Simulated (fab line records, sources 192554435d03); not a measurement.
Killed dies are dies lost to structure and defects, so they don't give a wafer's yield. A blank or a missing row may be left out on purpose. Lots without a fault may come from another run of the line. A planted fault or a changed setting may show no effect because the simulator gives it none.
fab line records | flow n5_finfet | part 1 of 2: steps 1 to 4 of 6
record lots=19 wafers=57 last_day=19
route steps=1938 shown MOL_CONTACT_COAG@577
lots that met no fault: from a run of the same line without faults
start_h: hours from the record's first day to the start of the lot's first wafer shown | wait_h: hours since the lot's step before | " the same as in the row above | L1.1+2: a row that stands for several wafers | - no value, or no start given | * or withheld: withheld | < > ~ a bound
route shown NAME@n: a module of which the file shows steps, and the number in the route of the first | usual: mean/standard deviation of fault-free wafers | same: alike in all rows | chamber/n: place in a boat | sites: the reading at each site | _std_site: their standard deviation | _edge_site: outer sites' mean less inner sites' | radius_mm: how far each site lies from the wafer's centre | mask NAME#n: copy n | behind: the tool/chamber that last shaped the wafer | hold: why the lot was held/for how many hours/how that ended | device: the transistor (n, p or np) that didn't switch | end of line: the same wafers' tests at the end of the route | a step without rows: its recipe alone | killed: dies lost to structure and defects at the first sort, not the wafer's yield | map: a wafer's dies, x killed, . not, _ none there
set.NAME: the setting as run; set.NAME@STEP: as run at that earlier step | model.NAME: the simulator's own value behind a step, which no gauge read
steps of the route over a sample of lots; a table a step, a row a wafer
services: from which hour (start_h, from the record's first day; less than 0 if before it) a tool's chamber was out of use, for how many hours, and why
## steps
# step N5_MOL_CONTACT_COAG_ETCH_89
# recipe chemistry=N2/H2 target=underlayer target_depth_a=130 mask_material=CAR-EUV time_s=10.4 ion_energy_ev=200 pressure_mtorr=30 source_w=840 bias_w=150 n2_flow_sccm=200 h2_flow_sccm=200 ends=cleared
# usual bias_w=150.0/0.48 drypump_motor_current_A=5.8/0.42 etch_rf_on_time_s=10.4/0.32 oes_product_au=0.69/0.074 rf_fwd_power_W=818.9/2.5 rf_vpp_V=524/3.1 showerhead_plenum_p_Torr=2.56/0.11 throttle_valve_pct=17.83/0.24
# columns lot.wafer tool chamber start_h wait_h bias_w drypump_motor_current_A etch_rf_on_time_s oes_product_au rf_fwd_power_W rf_hours_counter_h rf_vpp_V showerhead_plenum_p_Torr throttle_valve_pct
L075.2 rie_diel-03 3 109.28 0.0 149.4 5.4 10.4 0.78 820.4 15 527 2.72 17.54
L075.4 " 3 " " 150.5 5.4 10.3 0.78 820.6 - 529 2.71 17.54
L075.5 " 1 " " 150.2 5.9 10.6 0.76 817.6 - 525 2.58 17.84
L076.3 rie_diel-03 3 110.21 0.0 150.5 5.4 10.4 0.78 814.3 15 529 2.71 17.55
L076.4 " 1 " " 150.9 5.9 10.6 0.76 820.9 - 525 2.58 17.83
L076.6 " 2 " " 149.3 5.1 10.8 0.62 820.2 - 523 2.55 18.01
L077.2 rie_diel-02 1 120.67 0.0 148.9 6.2 10.4 0.59 823.0 245 519 2.41 18.05
L077.4 " 2 " " 150.5 6.0 9.5 0.72 816.8 101 528 2.67 17.64
L077.5 " 0 " " 150.1 6.4 10.5 0.64 814.6 - 521 2.44 18.02
L078.1 rie_diel-04 1 122.12 0.0 150.8 6.3 10.1 0.78 817.5 35 526 2.59 17.75
L078.3 " 3 " " 150.0 5.3 9.8 0.79 818.7 25 522 2.48 17.43
L078.5 " 1 " " 150.5 6.3 10.1 0.79 817.1 - 525 2.59 17.76
L079.1 rie_diel-03 2 131.53 0.0 149.6 5.1 10.9 0.61 821.0 176 524 2.55 18.05
L079.2 " 0 " " 150.1 5.7 10.4 0.61 818.9 217 520 2.39 17.99
L079.6 " 0 " " 149.9 5.7 10.4 0.61 819.1 - 521 2.39 17.99
L080.2 rie_diel-04 0 136.45 0.0 149.8 6.3 10.1 0.82 820.4 10 522 2.48 17.44
L080.3 " 3 " " 150.2 5.3 9.8 0.79 818.5 30 521 2.48 17.40
L080.4 " 1 " " 149.3 6.3 10.0 0.78 819.1 40 526 2.59 17.76
L082.2 rie_diel-03 3 143.34 0.0 150.3 5.4 10.5 0.75 818.5 27 528 2.71 17.58
L082.3 " 1 " " 149.9 5.9 10.7 0.74 819.2 38 526 2.57 17.86
L082.4 " 0 " " 150.1 5.7 10.5 0.61 819.6 221 521 2.39 17.98
L081.2 rie_diel-03 2 149.00 0.0 149.9 5.1 11.0 0.61 817.7 182 522 2.55 18.04
L081.3 " 1 " " 149.5 5.9 10.6 0.73 816.8 40 525 2.57 17.84
L081.5 " 0 " " 149.9 5.7 10.4 0.60 821.8 - 520 2.39 18.00
L083.1 rie_diel-02 3 152.95 0.0 149.3 6.4 10.5 0.77 818.4 32 526 2.61 17.92
L083.2 " 2 " " 149.4 6.0 9.7 0.70 821.8 114 528 2.66 17.67
L083.4 " 0 " " 149.4 6.4 10.7 0.62 822.1 166 522 2.44 18.05
L085.2 rie_diel-03 2 167.62 0.0 149.3 5.1 10.9 0.61 814.1 191 524 2.54 18.07
L085.4 " 0 " " 149.7 5.7 10.3 0.60 818.7 231 520 2.39 18.00
L085.6 " 0 " " 150.7 5.6 10.4 0.60 820.7 - 518 2.39 18.01
L087.1 rie_diel-03 3 184.17 0.0 151.1 5.5 10.3 0.73 812.7 47 529 2.70 17.61
L087.2 " 1 " " 149.7 5.9 10.6 0.71 818.9 57 524 2.57 17.88
L087.3 " 2 " " 149.7 5.1 10.6 0.60 816.4 200 523 2.54 18.09
L086.3 rie_diel-03 1 184.28 0.0 150.5 5.9 10.6 0.72 817.0 57 524 2.57 17.89
L086.4 " 0 " " 150.1 5.7 10.3 0.60 817.5 238 521 2.39 18.04
L086.5 " 3 " " 150.8 5.5 10.3 0.73 819.6 - 527 2.70 17.62
L089.3 rie_diel-03 0 192.96 0.0 149.8 5.7 10.4 0.60 824.2 243 520 2.38 18.03
L089.5 " 3 " " 149.7 5.4 10.4 0.72 817.8 - 530 2.70 17.62
L089.6 " 0 " " 149.3 5.7 10.3 0.60 822.8 - 520 2.38 18.02
L090.1 rie_diel-02 1 197.72 0.0 150.2 6.2 10.2 0.78 823.3 18 528 2.72 17.64
L090.3 " 0 " " 150.6 6.4 10.5 0.61 821.4 194 519 2.43 18.10
L090.6 " 2 " " 149.9 6.0 9.6 0.69 815.9 - 526 2.65 17.71
L091.1 rie_diel-02 3 206.98 0.0 149.8 6.3 10.5 0.75 820.5 49 524 2.60 17.96
L091.2 " 1 " " 150.3 6.2 10.4 0.76 814.5 22 528 2.72 17.63
L091.3 " 0 " " 150.2 6.4 10.6 0.61 818.7 198 521 2.43 18.11
L093.2 rie_diel-04 0 215.34 0.0 150.0 6.3 10.1 0.79 819.4 24 522 2.48 17.44
L093.3 " 2 " " 150.4 6.3 10.3 0.61 820.3 215 521 2.41 18.27
L093.6 " 3 " " 149.6 5.3 9.9 0.75 816.4 - 523 2.47 17.45
L095.2 rie_diel-03 2 224.54 0.0 149.9 5.1 10.9 0.59 812.8 218 523 2.53 18.11
L095.5 " 3 " " 150.2 5.4 10.4 0.71 820.2 - 528 2.69 17.62
L095.6 " 2 " " 150.2 5.1 10.8 0.59 816.0 - 522 2.53 18.10
L096.1 rie_diel-03 2 229.26 0.0 149.9 5.1 10.9 0.59 815.6 221 523 2.53 18.10
L096.4 " 3 " " 150.3 5.4 10.4 0.71 821.5 - 527 2.69 17.63
L096.5 " 1 " " 150.8 5.9 10.7 0.69 823.9 - 524 2.56 17.93
L097.1 rie_diel-02 2 245.81 0.0 150.0 6.0 9.6 0.68 820.4 158 527 2.64 17.72
L097.3 " 3 " " 149.3 6.3 10.4 0.73 820.1 64 525 2.59 18.00
L097.6 " 1 " " 150.4 6.2 10.3 0.75 818.8 - 530 2.71 17.68
# step N5_MOL_CONTACT_COAG_VIA_ETCH_46
# recipe chemistry=C4F6/O2 target_depth_a=460 overetch_a=92 mask_material=SOC target=SiO2 bias_w=455 pressure_mtorr=10 time_s=40 source_w=325 Ar_flow_sccm=300 C4F6_flow_sccm=10 O2_flow_sccm=10 ion_energy_ev=575.3 ends=end_point
# usual bias_w=455.1/1.4 drypump_motor_current_A=5.9/0.43 oes_product_au=0.73/0.073 rf_fwd_power_W=322.7/1.1 rf_vpp_V=1606/28 showerhead_plenum_p_Torr=2.87/0.12 throttle_valve_pct=40.89/0.26
# columns lot.wafer tool chamber start_h wait_h bias_w drypump_motor_current_A oes_product_au rf_fwd_power_W rf_hours_counter_h rf_vpp_V showerhead_plenum_p_Torr throttle_valve_pct
L075.2 rie_diel-03 1 109.84 0.0 456.6 5.9 0.78 324.5 26 1583 2.92 41.00
L075.4 " 1 " " 454.3 5.9 0.80 323.3 - 1583 2.92 41.00
L075.5 " 1 " " 455.3 5.9 0.79 323.3 - 1582 2.92 41.01
L076.3 rie_diel-02 1 110.79 0.0 454.1 6.2 0.62 322.7 243 1583 2.69 41.17
L076.4 " 2 " " 454.1 6.0 0.74 323.8 98 1624 3.01 40.90
L076.6 " 0 " " 451.9 6.4 0.68 323.1 - 1634 2.73 41.16
L077.2 rie_diel-02 2 121.11 0.0 453.5 6.0 0.72 321.9 101 1623 3.00 40.90
L077.4 " 0 " " 454.7 6.4 0.68 321.1 153 1634 2.73 41.17
L077.5 " 1 " " 454.7 6.2 0.62 323.2 - 1581 2.69 41.18
L078.1 rie_diel-03 0 122.70 0.0 455.4 5.6 0.64 322.3 214 1548 2.69 40.68
L078.3 " 2 " " 455.3 5.1 0.65 320.6 172 1634 2.84 40.74
L078.5 " 2 " " 455.8 5.1 0.67 321.1 - 1634 2.84 40.74
L079.1 rie_diel-04 1 131.97 0.0 457.5 6.3 0.80 321.2 39 1573 2.91 40.80
L079.2 " 2 " " 454.6 6.3 0.64 322.7 200 1602 2.70 41.08
L079.6 " 1 " " 453.8 6.3 0.81 322.4 - 1572 2.91 40.82
L080.2 rie_diel-03 1 136.89 0.0 453.4 5.9 0.76 322.1 36 1583 2.92 41.00
L080.3 " 0 " " 456.4 5.7 0.63 322.2 218 1548 2.69 40.69
L080.4 " 3 " " 457.2 5.4 0.78 323.2 25 1644 3.00 40.51
L082.2 rie_diel-04 1 143.78 0.0 454.1 6.3 0.78 321.7 42 1573 2.91 40.79
L082.3 " 3 " " 455.8 5.3 0.79 323.6 32 1564 2.78 40.62
L082.4 " 2 " " 453.2 6.3 0.65 323.4 204 1603 2.70 41.08
L081.2 rie_diel-02 2 149.57 0.0 457.0 6.0 0.71 320.9 113 1622 3.00 40.90
L081.3 " 0 " " 455.4 6.4 0.66 322.5 165 1633 2.73 41.17
L081.5 " 3 " " 454.1 6.4 0.83 322.2 - 1587 2.90 41.36
L083.1 rie_diel-02 1 153.58 0.0 453.6 6.2 0.85 323.1 4 1607 3.02 40.83
L083.2 " 2 " " 455.1 6.0 0.71 323.4 114 1622 3.00 40.92
L083.4 " 3 " " 457.4 6.3 0.82 323.2 33 1588 2.90 41.36
L085.2 rie_diel-03 2 168.26 0.0 451.8 5.1 0.65 322.1 191 1632 2.83 40.74
L085.4 " 3 " " 456.8 5.4 0.77 324.2 38 1643 2.99 40.54
L085.6 " 2 " " 453.2 5.1 0.65 321.9 - 1631 2.83 40.76
L087.1 rie_diel-02 0 184.62 0.0 454.9 6.4 0.64 322.3 185 1631 2.72 41.18
L087.2 " 1 " " 455.1 6.2 0.82 323.0 9 1609 3.02 40.82
L087.3 " 2 " " 454.3 6.0 0.69 326.4 133 1623 2.99 40.92
L086.3 rie_diel-03 2 185.23 0.0 453.7 5.1 0.64 322.0 201 1632 2.83 40.75
L086.4 " 0 " " 455.5 5.7 0.63 323.7 239 1548 2.68 40.71
L086.5 " 1 " " 456.9 5.9 0.76 323.3 - 1583 2.91 41.03
L089.3 rie_diel-02 2 193.44 0.0 454.6 6.0 0.69 323.2 140 1623 2.99 40.93
L089.5 " 2 " " 454.3 6.0 0.69 322.9 - 1621 2.99 40.92
L089.6 " 1 " " 457.4 6.2 0.82 323.0 - 1608 3.02 40.85
L090.1 rie_diel-03 3 198.15 0.0 454.5 5.4 0.75 323.0 54 1643 2.99 40.54
L090.3 " 1 " " 453.2 5.9 0.75 322.5 63 1584 2.90 41.05
L090.6 " 1 " " 454.4 5.9 0.76 323.2 - 1583 2.90 41.06
L091.1 rie_diel-02 1 207.42 0.0 456.9 6.2 0.80 322.0 22 1607 3.01 40.84
L091.2 " 0 " " 455.0 6.4 0.64 322.9 198 1632 2.71 41.19
L091.3 " 2 " " 454.2 6.0 0.68 323.1 147 1622 2.98 40.94
L093.2 rie_diel-04 0 215.86 0.0 458.5 6.3 0.81 321.4 24 1603 2.78 40.34
L093.3 " 1 " " 454.9 6.3 0.77 322.9 53 1575 2.90 40.82
L093.6 " 1 " " 453.3 6.3 0.78 322.3 - 1571 2.90 40.83
L095.2 rie_diel-03 1 224.97 0.0 454.7 5.9 0.73 322.5 75 1583 2.90 41.06
L095.5 " 3 " " 453.7 5.4 0.74 323.1 - 1643 2.98 40.55
L095.6 " 2 " " 456.2 5.1 0.64 320.7 - 1631 2.82 40.78
L096.1 rie_diel-03 2 229.71 0.0 453.6 5.1 0.62 323.8 221 1631 2.82 40.77
L096.4 " 3 " " 455.6 5.5 0.74 321.6 - 1644 2.98 40.55
L096.5 " 1 " " 456.0 5.9 0.73 322.7 - 1581 2.90 41.06
L097.1 rie_diel-02 2 246.63 0.0 454.5 6.0 0.67 322.5 158 1622 2.98 40.94
L097.3 " 0 " " 459.1 6.4 0.63 322.9 213 1633 2.71 41.20
L097.6 " 0 " " 456.3 6.4 0.64 322.9 - 1631 2.71 41.24
# step N5_MOL_CONTACT_COAG_STRIP_119
# recipe chemistry=N2/H2 time_s=30 power_w=1000 temp_c=250 pressure_mtorr=withheld n2_flow_sccm=1750 h2_flow_sccm=3250
# usual drypump_motor_current_A=5.5/0.46 heater_power_w=354/12
# same time_s=30
# columns lot.wafer tool chamber start_h wait_h drypump_motor_current_A heater_power_w rf_hours_counter_h
L075.2 plasma_asher-01 0 110.11 0.1 5.0 352 41
L075.4 " 1 " " 5.8 335 -
L075.5 " 1 " " 5.8 338 -
L076.3 plasma_asher-01 0 111.00 0.1 4.9 354 -
L076.4 " 1 " " 5.8 335 -
L076.6 " 1 " " 5.8 338 -
L077.2 plasma_asher-01 1 121.30 0.1 5.8 340 43
L077.4 " 1 " " 5.8 333 -
L077.5 " 1 " " 5.8 338 -
L078.1 plasma_asher-02 0 122.89 0.1 5.3 356 94
L078.3 " 1 " " 6.1 362 -
L078.5 " 1 " " 6.1 358 -
L079.1 plasma_asher-01 0 132.16 0.1 4.9 365 45
L079.2 " 1 " " 5.8 333 45
L079.6 " 1 " " 5.8 327 -
L080.2 plasma_asher-02 1 137.07 0.1 6.1 356 98
L080.3 " 0 " " 5.3 360 -
L080.4 " 1 " " 6.1 358 -
L082.2 plasma_asher-02 0 143.97 0.1 5.3 359 99
L082.3 " 1 " " 6.1 363 -
L082.4 " 0 " " 5.3 360 -
L081.2 plasma_asher-01 1 149.76 0.1 5.8 337 49
L081.3 " 0 " " 5.0 354 -
L081.5 " 1 " " 5.8 345 -
L083.1 plasma_asher-02 0 153.76 0.1 5.3 355 100
L083.2 " 1 " " 6.1 361 100
L083.4 " 1 " " 6.1 361 -
L085.2 plasma_asher-01 1 168.45 0.1 5.8 338 52
L085.4 " 1 " " 5.8 343 -
L085.6 " 1 " " 5.8 336 -
L087.1 plasma_asher-01 1 184.81 0.1 5.8 336 56
L087.2 " 0 " " 5.0 354 56
L087.3 " 1 " " 5.8 330 -
L086.3 plasma_asher-02 0 185.44 0.1 5.3 363 -
L086.4 " 1 " " 6.1 350 -
L086.5 " 0 " " 5.3 352 -
L089.3 plasma_asher-01 1 193.65 0.1 5.8 339 -
L089.5 " 1 " " 5.8 342 -
L089.6 " 0 " " 4.9 359 -
L090.1 plasma_asher-02 1 198.34 0.1 6.1 364 108
L090.3 " 0 " " 5.3 360 -
L090.6 " 1 " " 6.1 363 -
L091.1 plasma_asher-02 0 207.61 0.1 5.3 351 111
L091.2 " 1 " " 6.2 359 111
L091.3 " 1 " " 6.1 363 -
L093.2 plasma_asher-01 0 216.05 0.1 5.0 355 63
L093.3 " 0 " " 5.0 368 -
L093.6 " 0 " " 5.0 361 -
L095.2 plasma_asher-01 1 225.16 0.1 5.8 330 65
L095.5 " 1 " " 5.8 327 -
L095.6 " 0 " " 4.9 363 -
L096.1 plasma_asher-02 1 229.89 0.1 6.1 369 115
L096.4 " 0 " " 5.3 357 -
L096.5 " 1 " " 6.1 373 -
L097.1 plasma_asher-02 1 246.82 0.1 6.2 351 118
L097.3 " 0 " " 5.3 354 -
L097.6 " 1 " " 6.1 351 -
# step N5_MOL_CONTACT_COAG_DESCUM_45
# recipe chemistry=O2 time_s=7 source_power_w=50 bias_power_w=20 pressure_mtorr=20 rf_frequency_hz=2.712e+07 temp_c=40 resist=CAR-EUV o2_flow_sccm=225
# usual drypump_motor_current_A=6.0/0.41 oes_product_au=0.81/0.084 rf_fwd_power_W=49.35/0.21 rf_vpp_V=243.4/1.6 showerhead_plenum_p_Torr=2.11/0.089 throttle_valve_pct=20.40/0.19
# same time_s=7
# columns lot.wafer tool chamber start_h wait_h drypump_motor_current_A oes_product_au rf_fwd_power_W rf_hours_counter_h rf_vpp_V showerhead_plenum_p_Torr throttle_valve_pct
L075.2 rie_diel-03 1 110.93 0.1 5.9 0.90 49.31 27 242.2 2.13 20.54
L075.4 " 3 " " 5.4 0.91 49.43 - 246.0 2.23 20.10
L075.5 " 1 " " 5.9 0.90 49.15 - 244.7 2.13 20.55
L076.3 rie_diel-04 1 111.98 0.5 6.3 0.92 49.01 32 244.7 2.12 20.30
L076.4 " 1 " " 6.3 0.92 49.22 - 243.9 2.12 20.30
L076.6 " 3 " " 5.3 0.91 49.71 - 244.6 2.05 20.08
L077.2 rie_diel-02 3 122.70 0.3 6.4 0.94 49.35 19 244.3 2.13 20.35
L077.4 " 2 " " 6.0 0.82 49.14 101 245.3 2.21 20.26
L077.5 " 2 " " 6.0 0.83 49.29 - 245.6 2.21 20.26
L078.1 rie_diel-02 1 123.65 0.2 6.2 0.69 49.68 246 240.7 1.98 20.57
L078.3 " 2 " " 6.0 0.82 49.43 102 245.0 2.21 20.26
L078.5 " 3 " " 6.4 0.93 49.39 - 244.1 2.13 20.33
L079.1 rie_diel-03 2 132.74 0.0 5.1 0.73 49.27 176 244.9 2.08 20.35
L079.2 " 1 " " 5.9 0.89 49.40 34 244.7 2.13 20.54
L079.6 " 0 " " 5.7 0.71 49.28 - 238.7 1.98 20.59
L080.2 rie_diel-04 1 137.79 0.0 6.3 0.91 49.27 40 242.4 2.12 20.33
L080.3 " 2 " " 6.3 0.71 49.72 203 240.9 1.99 20.87
L080.4 " 3 " " 5.3 0.90 49.88 31 241.2 2.05 20.11
L082.2 rie_diel-04 1 144.69 0.0 6.3 0.91 49.53 42 244.7 2.12 20.33
L082.3 " 3 " " 5.3 0.89 49.70 33 241.7 2.05 20.13
L082.4 " 2 " " 6.3 0.71 49.64 204 241.4 1.99 20.87
L081.2 rie_diel-02 2 150.50 0.1 6.0 0.81 49.32 113 244.4 2.20 20.28
L081.3 " 3 " " 6.4 0.91 49.57 32 242.7 2.13 20.36
L081.5 " 0 " " 6.4 0.74 49.45 - 242.2 2.00 20.53
L083.1 rie_diel-03 1 154.49 0.0 5.9 0.88 49.40 42 243.8 2.13 20.57
L083.2 " 3 " " 5.4 0.87 48.95 32 244.6 2.22 20.12
L083.4 " 2 " " 5.1 0.72 48.87 184 242.9 2.08 20.34
L085.2 rie_diel-03 0 170.12 1.1 5.7 0.70 49.36 232 239.9 1.98 20.61
L085.4 " 1 " " 5.9 0.85 49.68 50 244.6 2.12 20.57
L085.6 " 0 " " 5.7 0.70 49.42 - 241.2 1.98 20.60
L087.1 rie_diel-03 2 186.41 1.0 5.1 0.71 49.28 202 243.6 2.07 20.37
L087.2 " 0 " " 5.7 0.69 49.49 240 240.3 1.98 20.61
L087.3 " 3 " " 5.4 0.83 49.05 48 245.4 2.22 20.15
L086.3 rie_diel-02 0 187.47 1.5 6.4 0.73 49.34 187 242.9 1.99 20.58
L086.4 " 1 " " 6.2 0.92 49.13 - 244.8 2.24 20.18
L086.5 " 0 " " 6.4 0.73 49.12 - 241.6 1.99 20.59
L089.3 rie_diel-02 2 194.76 0.4 6.0 0.78 49.15 141 244.5 2.19 20.32
L089.5 " 1 " " 6.2 0.91 49.32 - 245.3 2.24 20.19
L089.6 " 0 " " 6.4 0.72 49.31 - 241.9 1.99 20.59
L090.1 rie_diel-02 2 198.93 0.0 6.0 0.78 49.46 143 244.3 2.19 20.33
L090.3 " 0 " " 6.4 0.72 49.28 194 240.1 1.99 20.60
L090.6 " 1 " " 6.2 0.90 49.03 - 246.0 2.24 20.20
L091.1 rie_diel-04 1 208.32 0.0 6.3 0.89 49.59 50 244.0 2.12 20.32
L091.2 " 0 " " 6.3 0.93 49.26 21 243.3 2.07 20.20
L091.3 " 2 " " 6.3 0.72 49.42 212 242.8 1.99 20.89
L093.2 rie_diel-02 2 216.95 0.3 6.0 0.77 49.57 150 245.0 2.19 20.34
L093.3 " 1 " " 6.2 0.88 49.43 25 244.8 2.23 20.20
L093.6 " 3 " " 6.3 0.88 49.53 - 242.9 2.12 20.38
L095.2 rie_diel-02 2 226.01 0.3 6.0 0.79 49.61 150 244.3 2.19 20.35
L095.5 " 2 " " 6.0 0.78 49.70 - 244.8 2.19 20.34
L095.6 " 1 " " 6.2 0.88 49.35 - 245.7 2.23 20.21
L096.1 rie_diel-02 2 230.49 0.0 6.0 0.77 49.26 153 244.8 2.19 20.33
L096.4 " 0 " " 6.4 0.71 49.26 208 241.1 1.99 20.61
L096.5 " 3 " " 6.3 0.87 49.27 - 244.3 2.12 20.40
L097.1 rie_diel-03 2 248.39 1.0 5.1 0.69 49.29 229 243.1 2.06 20.42
L097.3 " 1 " " 5.9 0.80 49.34 86 242.9 2.11 20.63
L097.6 " 1 " " 5.9 0.82 49.14 - 243.4 2.11 20.63
